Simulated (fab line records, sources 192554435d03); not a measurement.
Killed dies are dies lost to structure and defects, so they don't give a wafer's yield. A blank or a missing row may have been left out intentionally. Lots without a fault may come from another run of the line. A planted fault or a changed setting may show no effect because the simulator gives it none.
Chamber matching | flow n5-finfet | 4 sister chambers for N5_SDB_CUT_ETCH_26 on rie-si-04
The step etches Si in HBr/Cl2/O2, target depth 129.6 nm, bt time 20 s, time 51.8 s. 22 wafers are shown with their chamber, then 11 later ones without.

## WAFERS, EACH WITH ITS CHAMBER
wafer  | chamber | throttle-valve-pct (%) | drypump-motor-current-A (A) | oes-product-au (a.u.)
L074.1 | 3       | 37.3                   | 5.9                         | 1.001
L074.2 | 2       | 37.0                   | 5.3                         | 0.986
L074.3 | 0       | 36.8                   | 5.9                         | 1.003
L074.4 | 1       | 37.4                   | 5.6                         | 0.996
L074.5 | 3       | 37.3                   | 5.9                         | 1.003
L074.6 | 0       | 36.9                   | 6.0                         | 1.006
L075.1 | 2       | 37.0                   | 5.3                         | 0.977
L075.3 | 3       | 37.3                   | 5.9                         | 0.996
L075.5 | 0       | 36.8                   | 6.0                         | 1.004
L078.1 | 1       | 37.4                   | 5.6                         | 0.988
L078.2 | 2       | 37.0                   | 5.3                         | 0.988
L078.6 | 2       | 37.0                   | 5.3                         | 0.984
L077.2 | 0       | 36.8                   | 6.0                         | 1.004
L077.3 | 1       | 37.3                   | 5.6                         | 0.988
L077.4 | 2       | 37.0                   | 5.3                         | 0.984
L081.2 | 1       | 37.4                   | 5.6                         | 0.986
L081.3 | 2       | 37.0                   | 5.3                         | 0.985
L081.5 | 3       | 37.3                   | 5.8                         | 0.996
L087.1 | 2       | 37.0                   | 5.4                         | 0.979
L087.3 | 3       | 37.3                   | 5.9                         | 1.005
L087.5 | 2       | 37.0                   | 5.3                         | 0.982
L088.1 | 0       | 36.8                   | 6.0                         | 1.006

SIGNATURES (averages over the wafers above)
reading                 | chamber 0 | chamber 1 | chamber 2 | chamber 3 | scatter within a chamber
throttle-valve-pct      | 36.820    | 37.375    | 37.000    | 37.300    | 0.0293
drypump-motor-current-A | 5.980     | 5.600     | 5.312     | 5.880     | 0.0371
oes-product-au          | 1.00460   | 0.98950   | 0.98313   | 1.00020   | 0.00354
Rule: distance of a wafer from a chamber = root of the sum over the readings of ((wafer's reading minus chamber's mean) / reading's scatter) squared. The wafer belongs to the nearest chamber; if the next one is less than 2 further off, it can't be placed. The scatter: take each reading less its chamber's mean, square it, sum over the shown wafers, divide by the number of wafers less the number of chambers, and take the root.

## WAFERS MISSING THEIR CHAMBER
wafer  | throttle-valve-pct (%) | drypump-motor-current-A (A) | oes-product-au (a.u.)
L088.2 | 37.3                   | 5.9                         | 1.001
L088.3 | 37.4                   | 5.6                         | 0.989
L088.4 | 36.8                   | 6.0                         | 0.995
L088.5 | 37.2                   | 5.9                         | 1.000
L088.6 | 37.4                   | 5.6                         | 0.986
L090.1 | 37.0                   | 5.4                         | 0.984
L090.4 | 37.3                   | 5.9                         | 0.998
L090.6 | 37.0                   | 5.3                         | 0.987
L095.1 | 36.8                   | 6.0                         | 0.991
L095.3 | 37.0                   | 5.3                         | 0.990
L095.4 | 37.3                   | 5.9                         | 1.003

## CHAMBER TAKEN BY EACH
wafer  | from the rows above | in truth
L088.2 | 3                   | 3
L088.3 | 1                   | 1
L088.4 | 0                   | 0
L088.5 | 3                   | 3
L088.6 | 1                   | 1
L090.1 | 2                   | 2
L090.4 | 3                   | 3
L090.6 | 2                   | 2
L095.1 | 0                   | 0
L095.3 | 2                   | 2
L095.4 | 3                   | 3
Correct placement for 11 of the 11. From these rows, 0 cannot be placed. Number placed wrongly: 0.
